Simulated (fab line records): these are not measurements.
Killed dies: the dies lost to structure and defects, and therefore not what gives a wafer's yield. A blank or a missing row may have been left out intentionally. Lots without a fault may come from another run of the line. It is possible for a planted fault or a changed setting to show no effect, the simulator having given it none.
fab line records -- flow n5-finfet
[record] lots = 7, wafers = 21
route steps=1938 shown BEOL_M13@1693 BEOL_M15@1773 MIM_TOP@1835 TV_OPEN@1888 PASSIVATION@1915
start-h: hours from the record's opening day to when the first of the lot's shown wafers began -- wait-h: hours from the lot's prior step to this one -- " unchanged from the row above -- L1.1+2: a row that stands for several wafers -- - either no value or no given start -- * or withheld: withheld -- < > ~ a bound
route shown NAME@n: names a module that has steps shown in the file, with the first one's number in the route -- usual: mean/standard deviation taken from wafers without a fault -- same: alike in all rows -- chamber/n: place in a boat -- sites: the reading at each site -- _std_site: standard deviation of those values -- _edge_site: the outer-site mean with the inner-site mean subtracted -- radius-mm: for every site, how far away it sits from the centre of the wafer -- mask NAME#n: copy n -- behind: the most recent tool/chamber to have shaped the wafer -- hold: why the lot went on hold/how many hours it stayed there/how the hold came to an end -- device: names the non-switching transistor (n, p or np) -- end of line: tests run on the same wafers once the route is complete -- a step given without rows: its recipe and nothing more -- killed: the dies lost at the first sort to structure and to defects; this is not the yield of the wafer -- map: per-die view of a wafer (x killed, . not killed, _ where there is no die)
set.NAME: the run value of the setting; set.NAME@STEP: its run value at that earlier step -- model.NAME: the simulator's own value behind a step, which no gauge read
lots with deliberately changed settings; one table per step, one row per wafer
[[steps]]
[step N5_BEOL_M13_ETCH_67]
[recipe] chemistry = CF4, target = SiARC, target-depth-a = 1430, time-s = 238.3, ion-energy-ev = 80, pressure-mtorr = 40, source-w = 545, bias-w = 36, Ar_flow_sccm = 100, cf4-flow-sccm = 100, ends = cleared
[usual] rf-vpp-V = 183.8/1.2
lot.wafer,tool,chamber,start-h,wait-h,set.bias-w,rf-vpp-V
L077.4,rie-diel-06,0,318.51,0.0,36,180.8
L077.5,rie-diel-06,3,318.51,0.0,36,183.0
L077.6,rie-diel-06,2,318.51,0.0,36,186.0
L082.3,rie-diel-04,2,357.32,0.0,36,183.3
L082.4,rie-diel-04,1,357.32,0.0,33.07,176.9
L082.5,rie-diel-04,0,357.32,0.0,36,183.1
L084.2,rie-diel-02,1,378.26,0.0,29.84,161.8
L084.4,rie-diel-02,0,378.26,0.0,36,183.0
L084.5,rie-diel-02,1,378.26,0.0,29.84,162.7
L089.2,rie-diel-06,0,384.11,0.0,36,182.3
L089.4,rie-diel-06,2,384.11,0.0,32.73,173.7
L089.6,rie-diel-06,0,384.11,0.0,36,182.0
L093.1,rie-diel-04,3,421.52,0.0,37.78,189.5
L093.2,rie-diel-04,1,421.52,0.0,37.78,190.6
L093.4,rie-diel-04,2,421.52,0.0,37.78,189.4
L096.2,rie-diel-04,1,424.99,0.0,38.36,193.5
L096.5,rie-diel-04,1,424.99,0.0,38.36,193.3
L096.6,rie-diel-04,0,424.99,0.0,36,184.0
L097.1,rie-diel-04,2,428.26,0.0,36,185.1
L097.2,rie-diel-04,1,428.26,0.0,36,185.3
L097.5,rie-diel-04,1,428.26,0.0,36,185.1
[step N5_BEOL_M13_ETCH_68]
[recipe] chemistry = N2/H2, target = SOC, mask-material = SiARC, source-w = 3000, bias-w = 350, temp-c = 40, time-s = 355, ion-energy-ev = 200, pressure-mtorr = 30, n2-flow-sccm = 200, h2-flow-sccm = 200
lot.wafer,tool,chamber,start-h,wait-h,set.dose-mj@BEOL_M13_EXPOSE_25,model.BEOL_M13.cd-nm
L077.4,rie-diel-06,0,318.65,0.1,22,211.4
L077.5,rie-diel-06,3,318.65,0.1,22,208.6
L077.6,rie-diel-06,2,318.65,0.1,20.41,202.6
L082.3,rie-diel-04,2,357.46,0.1,22,211.4
L082.4,rie-diel-04,1,357.46,0.1,22.47,212.2
L082.5,rie-diel-04,0,357.46,0.1,22.47,212.6
L084.2,rie-diel-02,1,378.41,0.1,22,211
L084.4,rie-diel-02,0,378.41,0.1,22,210.4
L084.5,rie-diel-02,1,378.41,0.1,20.8,206
L089.2,rie-diel-06,0,384.26,0.1,22,212
L089.4,rie-diel-06,2,384.26,0.1,23.02,215.8
L089.6,rie-diel-06,0,384.26,0.1,23.02,215
L093.1,rie-diel-04,3,421.66,0.1,22.55,210.2
L093.2,rie-diel-04,1,421.66,0.1,22,209.6
L093.4,rie-diel-04,2,421.66,0.1,22,208.6
L096.2,rie-diel-04,1,425.13,0.1,21.57,209
L096.5,rie-diel-04,1,425.13,0.1,22,208.6
L096.6,rie-diel-04,0,425.13,0.1,22,212.4
L097.1,rie-diel-04,2,428.41,0.1,22,207.8
L097.2,rie-diel-04,1,428.41,0.1,22,209.4
L097.5,rie-diel-04,1,428.41,0.1,22,209.8
[step N5_BEOL_M13_STRIP_69]
[recipe] chemistry = N2/H2, temp-c = 40, n2-flow-sccm = 200, h2-flow-sccm = 200, rf-frequency-hz = 6e+07
[step N5_BEOL_M13_TRENCH_ETCH_34]
[recipe] chemistry = C4F8/O2/Ar, target = SiOC, target-depth-a = 4134.7, mask-material = SOC, pressure-mtorr = 30, source-w = 3000, bias-w = 700, Ar_flow_sccm = 400, C4F8_flow_sccm = 15, O2_flow_sccm = 8, he-inner-torr = 15, he-outer-torr = 30, time-s = 162.6, ion-energy-ev = 250
lot.wafer,tool,chamber,start-h,wait-h,set.dose-mj@BEOL_M13_EXPOSE_25,model.BEOL_M13.cd-nm
L077.4,rie-diel-06,0,318.87,0.0,22,211.8
L077.5,rie-diel-06,3,318.87,0.0,22,209
L077.6,rie-diel-06,2,318.87,0.0,20.41,202.6
L082.3,rie-diel-04,2,357.68,0.0,22,211.4
L082.4+5,rie-diel-04,"1,0",357.68,0.0,22.47,212.4
L084.2,rie-diel-02,1,378.63,0.0,22,210.8
L084.4,rie-diel-02,0,378.63,0.0,22,210.4
L084.5,rie-diel-02,1,378.63,0.0,20.8,205.8
L089.2,rie-diel-06,0,384.48,0.0,22,212
L089.4,rie-diel-06,2,384.48,0.0,23.02,215.6
L089.6,rie-diel-06,0,384.48,0.0,23.02,215
L093.1,rie-diel-04,3,421.88,0.0,22.55,209.8
L093.2,rie-diel-04,1,421.88,0.0,22,210
L093.4,rie-diel-04,2,421.88,0.0,22,208.8
L096.2,rie-diel-04,1,425.35,0.0,21.57,209
L096.5,rie-diel-04,1,425.35,0.0,22,208.6
L096.6,rie-diel-04,0,425.35,0.0,22,212.2
L097.1,rie-diel-04,2,428.63,0.0,22,207.6
L097.2,rie-diel-04,1,428.63,0.0,22,209.4
L097.5,rie-diel-04,1,428.63,0.0,22,209.8
[step N5_BEOL_M15_ILD_DEP_00]
[recipe] material = SiO2, target-thk-a = 16293, temp-c = 400, precursor = TEOS/O2, pressure-torr = 6.5, rf-w = 900, teos-flow-sccm = 161.4, gas = O2, flow-sccm = 2650, time-s = 346.1
lot.wafer,tool,chamber,start-h,wait-h,set.time-s,model.SiO2_of_BEOL_M15_ILD_DEP_00.thk-nm
L077.4,pecvd-04,1,327.90,0.1,360.6,1674
L077.5,pecvd-04,0,327.90,0.1,346.1,1632
L077.6,pecvd-04,2,327.90,0.1,360.6,1681
L082.3,pecvd-02,0,367.92,0.0,302.2,1400
L082.4,pecvd-02,2,367.92,0.0,346.1,1631
L082.5,pecvd-02,0,367.92,0.0,346.1,1607
L084.2,pecvd-04,2,385.86,0.0,325,1510
L084.4,pecvd-04,1,385.86,0.0,346.1,1609
L084.5,pecvd-04,0,385.86,0.0,325,1557
L089.2,pecvd-02,2,391.74,0.0,346.1,1611
L089.4,pecvd-02,0,391.74,0.0,394.6,1885
L089.6,pecvd-02,0,391.74,0.0,346.1,1649
L093.1,pecvd-02,1,433.94,0.0,346.1,1652
L093.2,pecvd-02,2,433.94,0.0,306.6,1454
L093.4,pecvd-02,0,433.94,0.0,306.6,1452
L096.2,pecvd-01,2,434.45,0.0,346.1,1634
L096.5,pecvd-01,0,434.45,0.0,368.1,1746
L096.6,pecvd-01,1,434.45,0.0,346.1,1692
L097.1,pecvd-02,0,441.36,0.0,346.1,1622
L097.2,pecvd-02,1,441.36,0.0,346.1,1644
L097.5,pecvd-02,0,441.36,0.0,346.1,1655
[step N5_BEOL_M15_THK_MEAS_01]
[recipe] reads = SiO2_of_BEOL_M15_ILD_DEP_00
[usual] M15_ILD_THK = 1636/22
lot.wafer,tool,chamber,start-h,wait-h,set.time-s@BEOL_M15_ILD_DEP_00,M15_ILD_THK[nm]
L077.4,film-metro-01,-,328.04,0.0,360.6,1674
L077.5,film-metro-01,-,328.04,0.0,346.1,1632
L077.6,film-metro-01,-,328.04,0.0,360.6,1681
L082.3,film-metro-02,-,368.17,0.1,302.2,1400
L082.4,film-metro-02,-,368.17,0.1,346.1,1631
L082.5,film-metro-02,-,368.17,0.1,346.1,1607
L084.2,film-metro-01,-,386.11,0.1,325,1510
L084.4,film-metro-01,-,386.11,0.1,346.1,1608
L084.5,film-metro-01,-,386.11,0.1,325,1556
L089.2,film-metro-02,-,392.10,0.3,346.1,1611
L089.4,film-metro-02,-,392.10,0.3,394.6,1885
L089.6,film-metro-02,-,392.10,0.3,346.1,1649
L093.1,film-metro-02,-,434.19,0.1,346.1,1651
L093.2,film-metro-02,-,434.19,0.1,306.6,1453
L093.4,film-metro-02,-,434.19,0.1,306.6,1453
L096.2,film-metro-01,-,434.70,0.1,346.1,1634
L096.5,film-metro-01,-,434.70,0.1,368.1,1746
L096.6,film-metro-01,-,434.70,0.1,346.1,1692
L097.1,film-metro-01,-,441.61,0.1,346.1,1622
L097.2,film-metro-01,-,441.61,0.1,346.1,1644
L097.5,film-metro-01,-,441.61,0.1,346.1,1655
[step N5_BEOL_M15_COAT_04]
[recipe] spin-rpm = 1704, resist-thk-nm = 800
lot.wafer,tool,chamber,start-h,wait-h,set.spin-rpm,model.coat_of_BEOL_M15_COAT_04.thk-nm
L077.4,litho-track-02,0,-,-,1704,799.2
L077.5,litho-track-02,0,-,-,1704,797
L077.6,litho-track-02,0,-,-,1704,799
L082.3,litho-track-02,0,-,-,1704,798.6
L082.4,litho-track-02,0,-,-,1704,798
L082.5,litho-track-02,0,-,-,1704,798.4
L084.2,litho-track-01,0,-,-,1704,802.2
L084.4,litho-track-01,0,-,-,1816,776.8
L084.5,litho-track-01,0,-,-,1816,775.4
L089.2,litho-track-02,0,-,-,1771,788
L089.4,litho-track-02,0,-,-,1771,787.2
L089.6,litho-track-02,0,-,-,1704,804.8
L093.1,litho-track-03,0,-,-,1704,799.8
L093.2,litho-track-03,0,-,-,1704,801.8
L093.4,litho-track-03,0,-,-,1704,800.8
L096.2,litho-track-03,0,-,-,1704,800.4
L096.5,litho-track-03,0,-,-,1704,799.2
L096.6,litho-track-03,0,-,-,1850,769.4
L097.1,litho-track-03,0,-,-,1704,802.2
L097.2,litho-track-03,0,-,-,1704,803.6
L097.5,litho-track-03,0,-,-,1704,804.2
[step N5_BEOL_M15_EBR_06]
[recipe] solvent = PGMEA, ebr-width-mm = 1.5
[step N5_BEOL_M15_SOFTBAKE_05]
[recipe] temp-c = 130, time-s = 60
[step N5_BEOL_M15_DESCUM_15]
[recipe] chemistry = O2, time-s = 7.9, source-power-w = 50, bias-power-w = 20, pressure-mtorr = 20, rf-frequency-hz = 2.712e+07, temp-c = 40, o2-flow-sccm = 225
[step N5_BEOL_M15_ETCH_59]
[recipe] chemistry = N2/H2, target = BARC, target-depth-a = 890, overetch-a = 267, time-s = 67.9, ion-energy-ev = 200, pressure-mtorr = 30, source-w = 840, bias-w = 150, n2-flow-sccm = 200, h2-flow-sccm = 200
lot.wafer,tool,chamber,start-h,wait-h,set.spin-rpm@BEOL_M15_COAT_04,model.coat_of_BEOL_M15_COAT_04.thk-nm
L077.4,rie-diel-06,3,328.49,0.0,1704,718
L077.5,rie-diel-06,1,328.49,0.0,1704,712
L077.6,rie-diel-06,0,328.49,0.0,1704,719.2
L082.3,rie-diel-04,0,368.72,0.0,1704,716
L082.4,rie-diel-04,2,368.72,0.0,1704,718.8
L082.5,rie-diel-04,0,368.72,0.0,1704,716.4
L084.2,rie-diel-04,3,386.66,0.0,1704,717.2
L084.4,rie-diel-04,1,386.66,0.0,1816,691.4
L084.5,rie-diel-04,3,386.66,0.0,1816,690.6
L089.2,rie-diel-06,1,392.52,0.0,1771,699.4
L089.4,rie-diel-06,0,392.52,0.0,1771,707
L089.6,rie-diel-06,0,392.52,0.0,1704,724.2
L093.1,rie-diel-02,3,434.75,0.0,1704,715.4
L093.2,rie-diel-02,2,434.75,0.0,1704,720.4
L093.4,rie-diel-02,0,434.75,0.0,1704,718.6
L096.2,rie-diel-06,1,435.12,0.0,1704,712.2
L096.5,rie-diel-06,2,435.12,0.0,1704,714.4
L096.6,rie-diel-06,0,435.12,0.0,1850,689.2
L097.1,rie-diel-02,1,442.04,0.0,1704,722.6
L097.2,rie-diel-02,0,442.04,0.0,1704,721.6
L097.5,rie-diel-02,2,442.04,0.0,1704,722.4
[step N5_BEOL_M15_VIA_ETCH_16]
[recipe] chemistry = C4F8/O2/Ar, target = SiO2, he-inner-torr = 15, he-outer-torr = 30, target-depth-a = 17922, time-s = withheld, ion-energy-ev = 800, pressure-mtorr = 20, source-w = 1905, bias-w = 2040, Ar_flow_sccm = 400, C4F8_flow_sccm = 16, O2_flow_sccm = 12, ends = cleared
lot.wafer,tool,chamber,start-h,wait-h,set.time-s@BEOL_M15_ILD_DEP_00,set.spin-rpm@BEOL_M15_COAT_04,model.etch.depth-nm,model.coat_of_BEOL_M15_COAT_04.thk-nm
L077.4,rie-diel-06,3,328.64,0.1,*,1704,1674,316
L077.5,rie-diel-06,1,328.64,0.1,*,1704,1632,330
L077.6,rie-diel-06,0,328.64,0.1,*,1704,1681,315.6
L082.3,rie-diel-04,0,368.78,0.0,*,1704,1400,383
L082.4,rie-diel-04,2,368.78,0.0,*,1704,1631,328.6
L082.5,rie-diel-04,0,368.78,0.0,*,1704,1607,334.2
L084.2,rie-diel-04,3,386.71,0.0,*,1704,1510,362.8
L084.4,rie-diel-04,1,386.71,0.0,*,1816,1609,315
L084.5,rie-diel-04,3,386.71,0.0,*,1816,1557,325
L089.2,rie-diel-06,1,392.57,0.0,*,1771,1611,322.2
L089.4,rie-diel-06,0,392.57,0.0,*,1771,1885,254.6
L089.6,rie-diel-06,0,392.57,0.0,*,1704,1649,328.4
L093.1,rie-diel-02,3,434.80,0.0,*,1704,1652,319.6
L093.2,rie-diel-02,2,434.80,0.0,*,1704,1454,378.8
L093.4,rie-diel-02,0,434.80,0.0,*,1704,1452,377.8
L096.2,rie-diel-06,1,435.17,0.0,*,1704,1634,329.4
L096.5,rie-diel-06,2,435.17,0.0,*,1704,1746,302.8
L096.6,rie-diel-06,0,435.17,0.0,*,1850,1692,283
L097.1,rie-diel-02,1,442.09,0.0,*,1704,1622,344.4
L097.2,rie-diel-02,0,442.09,0.0,*,1704,1644,335.6
L097.5,rie-diel-02,2,442.09,0.0,*,1704,1655,333.8
[step N5_MIM_TOP_ALD_01]
[recipe] material = HfO2, target-thk-a = 56, temp-c = withheld, ald-precursor-family = Hf-amide, ald-co-reactant = O3, pulse-time-s = 1, purge-time-s = 3, co-reactant-purge-time-s = 2, co-reactant-pulse-time-s = 3, ald-cycles = 62
lot.wafer,tool,chamber,start-h,wait-h,set.ald-cycles,model.HfO2_of_MIM_TOP_ALD_01.thk-nm
L077.4+5,ald-hk-02,3,-,-,54,4.8
L077.6,ald-hk-02,2,-,-,62,5.6
L082.3+4+5,ald-hk-03,"2,0,3",-,-,62,5.6
L084.2+5,ald-hk-02,"2,0",-,-,62,5.6
L084.4,ald-hk-02,3,-,-,69,6.2
L089.2+4,ald-hk-03,"1,0",-,-,62,5.6
L089.6,ald-hk-03,2,-,-,56,5
L093.1,ald-hk-03,3,-,-,62,5.6
L093.2+4,ald-hk-03,"2,0",-,-,57,5.2
L096.2,ald-hk-02,2,-,-,62,5.6
L096.5+6,ald-hk-02,"2,1",-,-,67,6
L097.1+2+5,ald-hk-01,"2,0,2",-,-,62,5.6
[step N5_PASSIVATION_VIA_ETCH_13]
[recipe] chemistry = CHF3/O2, target = SiO2, target-depth-a = 6600, CHF3_flow_sccm = 50, O2_flow_sccm = 5, Ar_flow_sccm = 200, time-s = 330, mask-material = PR, pressure-mtorr = 30, source-w = 650, bias-w = 170, ion-energy-ev = 200, ends = cleared
[usual] rf-vpp-V = 527/11
lot.wafer,tool,chamber,start-h,wait-h,set.bias-w,rf-vpp-V
L077.4,rie-diel-06,3,343.45,0.1,153.6,487
L077.5,rie-diel-06,0,343.45,0.1,170,533
L077.6,rie-diel-06,1,343.45,0.1,170,525
L082.3,rie-diel-02,3,388.46,0.0,147.1,452
L082.4,rie-diel-02,0,388.46,0.0,147.1,473
L082.5,rie-diel-02,0,388.46,0.0,170,531
L084.2,rie-diel-04,1,400.25,0.0,170,518
L084.4,rie-diel-04,3,400.25,0.0,170,512
L084.5,rie-diel-04,3,400.25,0.0,140.6,438
L089.2,rie-diel-06,2,410.86,0.0,189,580
L089.4,rie-diel-06,3,410.86,0.0,170,529
L089.6,rie-diel-06,0,410.86,0.0,170,535
L093.1,rie-diel-06,0,452.08,0.0,170,535
L093.2,rie-diel-06,2,452.08,0.0,170,534
L093.4,rie-diel-06,3,452.08,0.0,170,536
L096.2,rie-diel-02,0,455.93,0.0,180.3,555
L096.5,rie-diel-02,3,455.93,0.0,180.3,532
L096.6,rie-diel-02,0,455.93,0.0,170,531
L097.1,rie-diel-02,3,456.41,0.0,170,506
L097.2,rie-diel-02,0,456.41,0.0,170,530
L097.5,rie-diel-02,2,456.41,0.0,170,543
[step N5_PASSIVATION_PECVD_53]
[recipe] material = SiO2, target-thk-a = 8000, temp-c = 400, precursor = TEOS/O2, pressure-torr = 6.5, rf-w = withheld, teos-flow-sccm = withheld, gas = O2, flow-sccm = 2650, time-s = 169.4
lot.wafer,tool,chamber,start-h,wait-h,set.temp-c,model.SiO2_of_PASSIVATION_PECVD_53.thk-nm
L077.4,pecvd-01,0,345.93,0.1,407.4,758.6
L077.5,pecvd-01,1,345.93,0.1,407.4,764.8
L077.6,pecvd-01,2,345.93,0.1,400,798
L082.3,pecvd-01,0,391.26,0.1,400,808.4
L082.4,pecvd-01,1,391.26,0.1,400,810.2
L082.5,pecvd-01,1,391.26,0.1,408,770.4
L084.2,pecvd-02,0,402.88,0.0,400,801
L084.4,pecvd-02,2,402.88,0.0,400,816.4
L084.5,pecvd-02,0,402.88,0.0,400,805
L089.2,pecvd-02,1,413.52,0.0,416.2,703.6
L089.4,pecvd-02,0,413.52,0.0,416.2,716.2
L089.6,pecvd-02,2,413.52,0.0,400,798.6
L093.1,pecvd-01,1,455.16,0.0,390,839.2
L093.2,pecvd-01,0,455.16,0.0,390,849.2
L093.4,pecvd-01,1,455.16,0.0,390,856.4
L096.2,pecvd-01,0,458.79,0.0,400,800.4
L096.5,pecvd-01,2,458.79,0.0,389.1,877.6
L096.6,pecvd-01,1,458.79,0.0,400,797
L097.1,pecvd-04,1,459.19,0.0,400,785.2
L097.2,pecvd-04,2,459.19,0.0,400,784.2
L097.5,pecvd-04,2,459.19,0.0,400,797.2
[[key]]
[split] step = N5_BEOL_M13_ETCH_67, setting = bias-w, stated = 36, by = wafer
[response] step = N5_BEOL_M13_ETCH_67, reading = rf-vpp-V, change = +1.12, per = 1%, r = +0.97
[split] step = N5_BEOL_M15_ILD_DEP_00, setting = time-s, stated = 346.1, by = wafer
[response] step = N5_BEOL_M15_ILD_DEP_00, reading = model.SiO2_of_BEOL_M15_ILD_DEP_00.thk-nm, change = +16.8, per = 1%, r = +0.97
[response] step = N5_BEOL_M15_THK_MEAS_01, reading = M15_ILD_THK, change = +16.8, per = 1%, r = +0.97
[response] step = N5_BEOL_M15_VIA_ETCH_16, reading = model.etch.depth-nm, change = +16.8, per = 1%, r = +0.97
[response] step = N5_BEOL_M15_VIA_ETCH_16, reading = model.coat_of_BEOL_M15_COAT_04.thk-nm, change = -4.42, per = 1%, r = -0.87
[split] step = N5_BEOL_M15_COAT_04, setting = spin-rpm, stated = 1704, by = wafer
[response] step = N5_BEOL_M15_COAT_04, reading = model.coat_of_BEOL_M15_COAT_04.thk-nm, change = -3.78, per = 1%, r = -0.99
[response] step = N5_BEOL_M15_ETCH_59, reading = model.coat_of_BEOL_M15_COAT_04.thk-nm, change = -3.49, per = 1%, r = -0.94
[response] step = N5_BEOL_M15_VIA_ETCH_16, reading = model.coat_of_BEOL_M15_COAT_04.thk-nm, slope = -4.81, per = 1%, together-with = time-s@BEOL_M15_ILD_DEP_00, explained = 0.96
[split] step = N5_MIM_TOP_ALD_01, setting = ald-cycles, stated = 62, by = wafer
[response] step = N5_MIM_TOP_ALD_01, reading = model.HfO2_of_MIM_TOP_ALD_01.thk-nm, change = +0.0567, per = 1%, r = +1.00
[split] step = N5_PASSIVATION_VIA_ETCH_13, setting = bias-w, stated = 170, by = wafer
[response] step = N5_PASSIVATION_VIA_ETCH_13, reading = rf-vpp-V, change = +4.46, per = 1%, r = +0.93
[split] step = N5_PASSIVATION_PECVD_53, setting = temp-c, stated = 400, by = wafer
[response] step = N5_PASSIVATION_PECVD_53, reading = model.SiO2_of_PASSIVATION_PECVD_53.thk-nm, change = -23, per = 1%, r = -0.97
split outside-this-file step=N5_BEOL_M13_EXPOSE_25 setting=dose-mj
// split outside-this-file: this setting was split too, and the file shows its column; the key of that split is in another file
